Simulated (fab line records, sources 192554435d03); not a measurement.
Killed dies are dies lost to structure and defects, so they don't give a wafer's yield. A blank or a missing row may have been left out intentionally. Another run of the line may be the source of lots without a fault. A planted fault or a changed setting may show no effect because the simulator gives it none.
Chamber matching -- flow n5-finfet -- cvd-co-01 running N5_BEOL_M5_CO_CAP_78: 3 sister chambers
The step material Co, precursor CCTBA/H2, target thk 2 nm, time 102.1 s. 6 wafers are shown with their chamber, then 12 later ones without.

WAFERS, EACH WITH ITS CHAMBER
wafer,chamber,heater-power-w (W),heater-power-outer-w (W)
L081.4,1,187,93
L083.1,1,183,93
L083.6,0,248,125
L086.3,2,214,117
L086.4,2,215,122
L086.5,0,251,120

WAFERS MISSING THEIR CHAMBER
wafer,heater-power-w (W),heater-power-outer-w (W)
L089.1,245,123
L089.4,188,94
L089.6,207,124
L090.1,214,118
L090.3,184,94
L090.4,245,122
L092.3,187,94
L092.5,214,119
L092.6,186,95
L093.1,184,95
L093.3,209,120
L093.5,211,119

WHICH CHAMBER EACH WENT THROUGH
wafer,from the rows above,in truth
L089.1,0,0
L089.4,1,1
L089.6,2,2
L090.1,2,2
L090.3,1,1
L090.4,0,0
L092.3,1,1
L092.5,2,2
L092.6,1,1
L093.1,1,1
L093.3,2,2
L093.5,2,2
Correct placement for 12 of the 12. Left unplaced by these rows: 0. Wrongly placed: 0.
How it was worked out, from the rows above alone: a wafer's distance from a chamber is the root of the sum, over the readings, of the square of ((its reading less the chamber's mean) divided by the reading's scatter). The wafer belongs to the nearest chamber; if the next one is less than 2 further off, it can't be placed. The mean given for a chamber averages the wafers shown for that chamber. The scatter is the square root of a quotient: the sum, over the shown wafers, of each reading's squared deviation from its chamber's mean, divided by wafers minus chambers.
